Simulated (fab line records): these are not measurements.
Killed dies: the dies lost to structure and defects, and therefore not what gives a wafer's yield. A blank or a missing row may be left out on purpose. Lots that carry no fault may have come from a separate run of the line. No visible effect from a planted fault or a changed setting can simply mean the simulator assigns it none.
fab line records    flow n5-finfet
record: lots: 4  wafers: 12  last-day: 17
route steps=1938 shown BEOL_M1@751 BEOL_M4@1111 PASSIVATION@1936
lots with no fault: from the same line, run without faults
start-h: start of the lot's first displayed wafer, in hours after the record's first day    wait-h: time in hours since the lot's previous step    " unchanged from the row above    L1.1+2: a single row standing in for several wafers    - no value present, or no start provided    * or withheld: withheld    < > ~ a bound
route shown NAME@n: names a module that has steps shown in the file, with the first one's number in the route    usual: mean/standard deviation of fault-free wafers    same: alike in all rows    chamber/n: place in a boat    sites: per-site readings    _std_site: the values' standard deviation    _edge_site: outer sites' mean less inner sites'    radius-mm: for every site, how far away it sits from the centre of the wafer    mask NAME#n: copy n    behind: tool/chamber where the wafer was last shaped    hold: cause of the lot's hold/its duration in hours/its outcome    device: whichever transistor did not switch (one of n, p or np)    end of line: the route-end tests of the same wafers    step lacking rows: just its recipe    killed: dies lost to structure and defects at the first sort, not the wafer's yield    map: shows each die of a wafer: x if killed, . if not, _ if none is there
set.NAME: the setting as run; set.NAME@STEP: as run at that earlier step    model.NAME: the simulator's own value behind a step, which no gauge read
lots seen at some steps along the route; tables by step, rows by wafer
services: a tool's chamber out of use, with start hour (start-h, from the record's first day; less than 0 if before it), hours out, and reason
== steps ==
step: N5_BEOL_M1_ILD_DEP_00
recipe: material: SiOC  target-thk-a: 790  temp-c: 350  precursor: DEMS/O2  pressure-torr: 5  rf-w: 500  time-s: 15.3
step: N5_BEOL_M1_PECVD_72
recipe: material: SiO2  target-thk-a: 160  temp-c: 400  precursor: TEOS/O2  pressure-torr: 5.5  rf-w: 450  teos-flow-sccm: 53.8  gas: O2  flow-sccm: 3000  time-s: 18
step: N5_BEOL_M1_HM_DEP_02
recipe: material: TiN  target-thk-a: 200  temp-c: 25  chamber-pressure-pa: 0.49996
step: N5_BEOL_M1_COAT_61
recipe: resist: SOC  temp-c: 250  time-s: 60  spin-rpm: 1500  resist-thk-nm: 60
step: N5_BEOL_M1_COAT_62
recipe: resist: SiARC  temp-c: 220  time-s: 60  spin-rpm: 1500  resist-thk-nm: 12
step: N5_BEOL_M1_COAT_73
recipe: resist: underlayer  temp-c: 205  time-s: 60  spin-rpm: 1500  resist-thk-nm: 5
step: N5_BEOL_M1_COAT_05
recipe: resist: CAR-EUV  spin-rpm: 1500  resist-thk-nm: 30
step: N5_BEOL_M1_EBR_07
recipe: solvent: PGMEA  ebr-width-mm: 1.5
step: N5_BEOL_M1_SOFTBAKE_06
recipe: temp-c: 110  time-s: 60  resist: CAR-EUV
step: N5_BEOL_M1_EXPOSE_08
recipe: mask-id: M1  na: 0.33  source-shape: dipole  sigma-inner: 0.369  sigma-outer: 0.767  polarization: unpolarized  dose-mj: 33
lot.wafer   tool            chamber  start-h  wait-h  mask  model.BEOL_M1.overlay-x-nm
L741.1+2+4  euv-scanner-01  0        193.63   -       M1#0  0.4
L744.2+3+4  euv-scanner-01  0        208.04   -       M1#0  13
L748.1+4+5  euv-scanner-01  0        227.34   -       M1#0  13
L750.1+5+6  euv-scanner-02  0        243.54   -       M1#0  0.2
step: N5_BEOL_M1_PEB_09
recipe: peb-temp-c: 100  peb-time-s: 60  resist: CAR-EUV
step: N5_BEOL_M1_DEVELOP_10
recipe: develop-time-s: 30  developer: TMAH  resist: CAR-EUV  rinse-liquid: surfactant-rinse  dry: air-spin  dev-temp-c: 23
step: N5_BEOL_M1_OVL_MEAS_12
recipe: points-per-wafer: 522
usual: M1_OVL: 0.0/0.7
same: points-per-wafer: 522
lot.wafer  tool        chamber  start-h  wait-h  M1_OVL[nm]
L741.1     overlay-02  0        193.79   0.0     0.7
L741.2     "           0        "        "       1.0
L741.4     "           0        "        "       -0.4
L744.2     overlay-02  0        208.19   0.0     12.5
L744.3     "           0        "        "       13.0
L744.4     "           0        "        "       12.8
L748.1     overlay-01  0        227.49   0.0     12.4
L748.4     "           0        "        "       13.4
L748.5     "           0        "        "       11.9
L750.1     overlay-01  0        243.70   0.0     0.7
L750.5     "           0        "        "       0.1
L750.6     "           0        "        "       0.3
step: N5_BEOL_M1_DESCUM_16
recipe: chemistry: O2  time-s: 7  source-power-w: 50  bias-power-w: 20  pressure-mtorr: 20  rf-frequency-hz: 2.712e+07  temp-c: 40  resist: CAR-EUV  o2-flow-sccm: 225
step: N5_BEOL_M1_ETCH_74
recipe: chemistry: N2/H2  target: underlayer  target-depth-a: 65  mask-material: CAR-EUV  time-s: 5.2  ion-energy-ev: 200  pressure-mtorr: 30  source-w: 840  bias-w: 150  n2-flow-sccm: 200  h2-flow-sccm: 200  ends: cleared
step: N5_BEOL_M1_ETCH_63
recipe: chemistry: CF4  target: SiARC  target-depth-a: 156  mask-material: CAR-EUV  time-s: 26  ion-energy-ev: 80  pressure-mtorr: 40  source-w: 545  bias-w: 36  Ar_flow_sccm: 100  cf4-flow-sccm: 100  ends: cleared
step: N5_BEOL_M1_ETCH_64
recipe: chemistry: N2/H2  target: SOC  target-depth-a: 750  overetch-a: 150  mask-material: SiARC  temp-c: 40  time-s: 112.5  ion-energy-ev: 200  pressure-mtorr: 30  source-w: 840  bias-w: 150  n2-flow-sccm: 200  h2-flow-sccm: 200
step: N5_BEOL_M1_STRIP_65
recipe: chemistry: N2/H2  temp-c: 40  n2-flow-sccm: 200  h2-flow-sccm: 200  rf-frequency-hz: 6e+07
step: N5_BEOL_M1_STRIP_75
recipe: chemistry: N2/H2  temp-c: 40  n2-flow-sccm: 200  h2-flow-sccm: 200  rf-frequency-hz: 6e+07
step: N5_BEOL_M1_STRIP_66
recipe: chemistry: CF4  resist: SiARC  power-w: 300  bias-power-w: 75  pressure-mtorr: 50  cf4-flow-sccm: 150  rf-frequency-hz: 6e+07
step: N5_BEOL_M1_HM_OPEN_17
recipe: chemistry: Cl2/BCl3  target-depth-a: 200  overetch-a: 60  target: TiN  mask-material: SOC  ion-energy-ev: 150  pressure-mtorr: 10  icp-w: 1000  bias-w: 126  Cl2_flow_sccm: 53.25  bcl3-flow-sccm: 21.75  Ar_flow_sccm: 25
step: N5_BEOL_M1_STRIP_19
recipe: chemistry: O2  power-w: 400  temp-c: 40  pressure-mtorr: 30  rf-frequency-hz: 6e+07  bias-power-w: 0  overash-fraction: 0.2  o2-flow-sccm: 225
step: N5_BEOL_M1_COAT_67
recipe: resist: SOC  temp-c: 250  time-s: 60  spin-rpm: 1500  resist-thk-nm: 60
step: N5_BEOL_M1_COAT_68
recipe: resist: SiARC  temp-c: 220  time-s: 60  spin-rpm: 1500  resist-thk-nm: 12
step: N5_BEOL_M1_COAT_76
recipe: resist: underlayer  temp-c: 205  time-s: 60  spin-rpm: 1500  resist-thk-nm: 5
step: N5_BEOL_M1_COAT_22
recipe: resist: CAR-EUV  spin-rpm: 1500  resist-thk-nm: 30
step: N5_BEOL_M1_EBR_24
recipe: solvent: PGMEA  ebr-width-mm: 1.5
step: N5_BEOL_M1_SOFTBAKE_23
recipe: temp-c: 110  time-s: 60  resist: CAR-EUV
step: N5_BEOL_M1_EXPOSE_25
recipe: mask-id: V0  na: 0.33  source-shape: quasar  sigma-inner: 0.2  sigma-outer: 0.8  polarization: unpolarized  defocus-nm: 5  target-cd-nm: 24  dose-mj: 63
step: N5_BEOL_M1_PEB_26
recipe: peb-temp-c: 100  peb-time-s: 60  resist: CAR-EUV
step: N5_BEOL_M1_DEVELOP_27
recipe: develop-time-s: 30  developer: TMAH  resist: CAR-EUV  rinse-liquid: surfactant-rinse  dry: air-spin  dev-temp-c: 23
step: N5_BEOL_M1_DESCUM_33
recipe: chemistry: O2  time-s: 7  source-power-w: 50  bias-power-w: 20  pressure-mtorr: 20  rf-frequency-hz: 2.712e+07  temp-c: 40  resist: CAR-EUV  o2-flow-sccm: 225
step: N5_BEOL_M1_ETCH_77
recipe: chemistry: N2/H2  target: underlayer  target-depth-a: 65  mask-material: CAR-EUV  time-s: 5.2  ion-energy-ev: 200  pressure-mtorr: 30  source-w: 840  bias-w: 150  n2-flow-sccm: 200  h2-flow-sccm: 200  ends: cleared
step: N5_BEOL_M4_RC_MEAS_101
usual: DIBL_N: 36.9/1.7  DIBL_P: 37.3/2.3  IOFF_N: 0.16/0.033  IOFF_P: 0.22/0.04  ION_N: 673/12  ION_P: 463/8  SS_N: 71.6/0.58  SS_P: 73.4/0.74  VT_N: 250/3.2  VT_P: -250/3.4
lot.wafer  tool       chamber  start-h  wait-h  DIBL_N[mV/V]  DIBL_P[mV/V]  IOFF_N[nA/um]  IOFF_P[nA/um]  ION_N[uA/um]  ION_P[uA/um]  SS_N[mV/dec]  SS_P[mV/dec]  VT_N[mV]  VT_P[mV]
L741.1     prober-01  0        242.29   0.0     35.9          35.8          0.13           0.19           673           464           71.4          72.4          252       -251
L741.2     "          0        "        "       38.1          37.8          0.17           0.23           679           463           70.9          73.7          248       -249
L741.4     "          0        "        "       33.1          32.9          0.10           0.15           642           456           70.3          72.1          256       -250
L744.2     prober-02  0        255.07   0.2     36.3          35.5          0.14           0.21           684           471           71.3          73.1          250       -251
L744.3     "          0        "        "       37.2          36.3          0.17           0.23           685           469           71.6          73.2          247       -248
L744.4     "          0        "        "       39.6          40.3          0.22           0.31           704           488           72.5          74.1          245       -246
L748.1     prober-01  0        271.79   0.0     32.8          30.3          0.09           0.14           654           454           70.1          71.5          256       -254
L748.4     "          0        "        "       34.8          32.6          0.11           0.17           671           463           70.9          72.6          255       -248
L748.5     "          0        "        "       37.4          35.4          0.14           0.19           678           464           71.7          73.2          253       -250
L750.1     prober-02  0        304.51   0.0     34.9          34.4          0.13           0.18           676           463           70.8          73.1          253       -254
L750.5     "          0        "        "       33.5          33.3          0.11           0.17           658           448           70.9          72.9          257       -256
L750.6     "          0        "        "       35.0          35.6          0.16           0.20           693           471           70.9          73.1          248       -255
step: N5_PASSIVATION_PROBE_49
usual: defect-limited-yield: 91.2/1.3  killed_at_M0_to_M3: 34/10  killed_at_M4_up: 13/4.6  killed-at-contacts: 13/5.5  killed-at-front-end: 41/12  killed-at-other: 2.8/2.4  killed-dies: 104/16  killed-on-rim: 14/4.2  killed-open: 67/12  killed-short: 33/7.2  sort_bin_5_function: 5.1/0.86  sort_bin_6_memory: 3.3/0.62  sort-n-pass: 1076/16  sort-yield-pct: 91.2/1.3
same: gross-dies: 1180  killed-at-back-side: 0  sort_bin_4_leakage[%]: 0  sort_bin_8_speed[%]: 0
lot.wafer  tool       chamber  start-h  wait-h  defect-limited-yield[%]  killed_at_M0_to_M3  killed_at_M4_up  killed-at-contacts  killed-at-front-end  killed-at-other  killed-dies  killed-on-rim  killed-open  killed-short  sort_bin_5_function[%]  sort_bin_6_memory[%]  sort-n-pass  sort-yield-pct[%]
L744.2     prober-02  -        359.04   0.1     0                        1122                11               16                  30                   1                1180         152            54           32            49.2                    3.0                   0            0
L744.3     prober-02  -        359.09   0.1     0                        1072                22               13                  71                   2                1180         152            90           53            51.9                    4.0                   0            0
L744.4     prober-02  -        359.14   0.2     0                        1085                17               5                   71                   2                1180         152            75           48            49.1                    4.5                   0            0
L748.1     prober-02  -        368.44   0.0     0                        1120                18               13                  27                   2                1180         152            72           44            48.6                    4.1                   0            0
L748.4     prober-02  -        368.59   0.2     0                        1108                14               20                  37                   1                1180         152            71           42            51.5                    3.4                   0            0
L748.5     prober-02  -        368.64   0.2     0                        1114                13               13                  39                   1                1180         152            57           31            50.3                    2.9                   0            0
killed by level:class
L744.2 BEOL_M1:overlay=1092 MOL_CONTACT_COAG:geometric-particle:open=12 GATE_CUT:geometric-particle:short=8 BEOL_M0_SAQP:geometric-particle:open=7 GATE_CUT:geometric-particle:open=6 BEOL_M1:geometric-particle:open=6 BEOL_M0_SAQP:geometric-particle:short=5 BEOL_M2:geometric-particle:open=4
L744.3 BEOL_M1:overlay=1027 STI_FIN_REVEAL:geometric-particle:open=25 BEOL_M0_SAQP:geometric-particle:short=18 MOL_CONTACT_COAG:geometric-particle:open=11 GATE_CUT:geometric-particle:short=8 BEOL_M3:geometric-particle:open=8 BEOL_M0_SAQP:geometric-particle:open=7 BEOL_M1:geometric-particle:open=7
L744.4 BEOL_M1:overlay=1055 STI_FIN_REVEAL:geometric-particle:open=15 FIN_SAQP:geometric-particle:short=14 BEOL_M0_SAQP:geometric-particle:short=10 BEOL_M2:geometric-particle:open=8 BEOL_M5:geometric-particle:open=7 FIN_SAQP:geometric-particle:open=6 STI_FIN_REVEAL:geometric-particle:short=6
L748.1 BEOL_M1:overlay=1060 BEOL_M0_SAQP:geometric-particle:open=19 BEOL_M0_SAQP:geometric-particle:short=18 BEOL_M4:geometric-particle:open=10 MOL_CONTACT_COAG:geometric-particle:open=7 BEOL_M1:geometric-particle:open=7 BEOL_M2:geometric-particle:open=6 STI_FIN_REVEAL:geometric-particle:open=5
L748.4 BEOL_M1:overlay=1062 DUMMY_GATE:geometric-particle:open=12 BEOL_M1:geometric-particle:open=11 MOL_CONTACT_COAG:geometric-particle:open=10 BEOL_M0_SAQP:geometric-particle:open=9 MOL_CONTACT_COAG:geometric-particle:short=7 BEOL_M0_SAQP:geometric-particle:short=7 BEOL_M3:geometric-particle:open=6
L748.5 BEOL_M1:overlay=1082 BEOL_M1:geometric-particle:open=13 BEOL_M4:geometric-particle:open=9 BEOL_M0_SAQP:geometric-particle:open=9 MOL_CONTACT_COAG:geometric-particle:open=7 HKMG_FIN:area-etch=7 FIN_SAQP:geometric-particle:short=5 BEOL_M0_SAQP:geometric-particle:short=5
map L744.2 (x killed, . not)
_________________xxxxxxxxxxxx________________
______________xxxxxxxxxxxxxxxxxx_____________
___________xxxxxxxxxxxxxxxxxxxxxxxx__________
__________xxxxxxxxxxxxxxxxxxxxxxxxxx_________
________xxxxxxxxxxxxxxxxxxxxxxxxxxxxxx_______
_______xxxxxxxxxxxxxxxxxxxxxxxxxxxxxxxx______
______xxxxxxxxxxxxxxxxxxxxxxxxxxxxxxxxxx_____
_____xxxxxxxxxxxxxxxxxxxxxxxxxxxxxxxxxxxx____
____xxxxxxxxxxxxxxxxxxxxxxxxxxxxxxxxxxxxxx___
___xxxxxxxxxxxxxxxxxxxxxxxxxxxxxxxxxxxxxxxx__
___xxxxxxxxxxxxxxxxxxxxxxxxxxxxxxxxxxxxxxxx__
__xxxxxxxxxxxxxxxxxxxxxxxxxxxxxxxxxxxxxxxxxx_
__xxxxxxxxxxxxxxxxxxxxxxxxxxxxxxxxxxxxxxxxxx_
_xxxxxxxxxxxxxxxxxxxxxxxxxxxxxxxxxxxxxxxxxxxx
_xxxxxxxxxxxxxxxxxxxxxxxxxxxxxxxxxxxxxxxxxxxx
_xxxxxxxxxxxxxxxxxxxxxxxxxxxxxxxxxxxxxxxxxxxx
_xxxxxxxxxxxxxxxxxxxxxxxxxxxxxxxxxxxxxxxxxxxx
_xxxxxxxxxxxxxxxxxxxxxxxxxxxxxxxxxxxxxxxxxxxx
_xxxxxxxxxxxxxxxxxxxxxxxxxxxxxxxxxxxxxxxxxxxx
_xxxxxxxxxxxxxxxxxxxxxxxxxxxxxxxxxxxxxxxxxxxx
_xxxxxxxxxxxxxxxxxxxxxxxxxxxxxxxxxxxxxxxxxxxx
__xxxxxxxxxxxxxxxxxxxxxxxxxxxxxxxxxxxxxxxxxx_
__xxxxxxxxxxxxxxxxxxxxxxxxxxxxxxxxxxxxxxxxxx_
___xxxxxxxxxxxxxxxxxxxxxxxxxxxxxxxxxxxxxxxx__
___xxxxxxxxxxxxxxxxxxxxxxxxxxxxxxxxxxxxxxxx__
____xxxxxxxxxxxxxxxxxxxxxxxxxxxxxxxxxxxxxx___
_____xxxxxxxxxxxxxxxxxxxxxxxxxxxxxxxxxxxx____
______xxxxxxxxxxxxxxxxxxxxxxxxxxxxxxxxxx_____
_______xxxxxxxxxxxxxxxxxxxxxxxxxxxxxxxx______
________xxxxxxxxxxxxxxxxxxxxxxxxxxxxxx_______
__________xxxxxxxxxxxxxxxxxxxxxxxxxx_________
___________xxxxxxxxxxxxxxxxxxxxxxxx__________
______________xxxxxxxxxxxxxxxxxx_____________
_________________xxxxxxxxxxxx________________
map L748.1 (x killed, . not)
_________________xxxxxxxxxxxx________________
______________xxxxxxxxxxxxxxxxxx_____________
___________xxxxxxxxxxxxxxxxxxxxxxxx__________
__________xxxxxxxxxxxxxxxxxxxxxxxxxx_________
________xxxxxxxxxxxxxxxxxxxxxxxxxxxxxx_______
_______xxxxxxxxxxxxxxxxxxxxxxxxxxxxxxxx______
______xxxxxxxxxxxxxxxxxxxxxxxxxxxxxxxxxx_____
_____xxxxxxxxxxxxxxxxxxxxxxxxxxxxxxxxxxxx____
____xxxxxxxxxxxxxxxxxxxxxxxxxxxxxxxxxxxxxx___
___xxxxxxxxxxxxxxxxxxxxxxxxxxxxxxxxxxxxxxxx__
___xxxxxxxxxxxxxxxxxxxxxxxxxxxxxxxxxxxxxxxx__
__xxxxxxxxxxxxxxxxxxxxxxxxxxxxxxxxxxxxxxxxxx_
__xxxxxxxxxxxxxxxxxxxxxxxxxxxxxxxxxxxxxxxxxx_
_xxxxxxxxxxxxxxxxxxxxxxxxxxxxxxxxxxxxxxxxxxxx
_xxxxxxxxxxxxxxxxxxxxxxxxxxxxxxxxxxxxxxxxxxxx
_xxxxxxxxxxxxxxxxxxxxxxxxxxxxxxxxxxxxxxxxxxxx
_xxxxxxxxxxxxxxxxxxxxxxxxxxxxxxxxxxxxxxxxxxxx
_xxxxxxxxxxxxxxxxxxxxxxxxxxxxxxxxxxxxxxxxxxxx
_xxxxxxxxxxxxxxxxxxxxxxxxxxxxxxxxxxxxxxxxxxxx
_xxxxxxxxxxxxxxxxxxxxxxxxxxxxxxxxxxxxxxxxxxxx
_xxxxxxxxxxxxxxxxxxxxxxxxxxxxxxxxxxxxxxxxxxxx
__xxxxxxxxxxxxxxxxxxxxxxxxxxxxxxxxxxxxxxxxxx_
__xxxxxxxxxxxxxxxxxxxxxxxxxxxxxxxxxxxxxxxxxx_
___xxxxxxxxxxxxxxxxxxxxxxxxxxxxxxxxxxxxxxxx__
___xxxxxxxxxxxxxxxxxxxxxxxxxxxxxxxxxxxxxxxx__
____xxxxxxxxxxxxxxxxxxxxxxxxxxxxxxxxxxxxxx___
_____xxxxxxxxxxxxxxxxxxxxxxxxxxxxxxxxxxxx____
______xxxxxxxxxxxxxxxxxxxxxxxxxxxxxxxxxx_____
_______xxxxxxxxxxxxxxxxxxxxxxxxxxxxxxxx______
________xxxxxxxxxxxxxxxxxxxxxxxxxxxxxx_______
__________xxxxxxxxxxxxxxxxxxxxxxxxxx_________
___________xxxxxxxxxxxxxxxxxxxxxxxx__________
______________xxxxxxxxxxxxxxxxxx_____________
_________________xxxxxxxxxxxx________________
== services ==
tool            chamber  start-h  hours  kind
euv-scanner-02  -        181.53   1.0    pm
euv-scanner-01  -        194.85   1.0    pm
euv-scanner-02  -        216.93   4.6    pm
euv-scanner-01  -        221.53   4.6    pm
euv-scanner-02  0        234.95   -      calibration
euv-scanner-02  -        237.68   1.0    pm
== key ==
first-sign: step: N5_BEOL_M1_OVL_MEAS_12  reading: M1_OVL  direction: up  sigmas: 18  usual: 0.0  struck: 12.7
effect: step: N5_PASSIVATION_PROBE_49  reading: killed_at_M0_to_M3  direction: up  sigmas: 99+  usual: 34  struck: 1104
model-effect: step: N5_BEOL_M1_EXPOSE_08  value: BEOL_M1.overlay-x-nm  without: 0.2  struck: 13
more-kills-born-at: N5_BEOL_M1_EXPOSE_08@euv-scanner-01: 6378
met-at N5_BEOL_M1_EXPOSE_08
struck-wafers L744.2,L744.3,L744.4,L748.1,L748.4,L748.5
onset-between 193.63 208.04
fault: kind: scanner-matching-overlay  tool: euv-scanner-01  chamber: -  onset-h: 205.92  steps: N5_BEOL_M1_EXPOSE_08  offset: 12.783
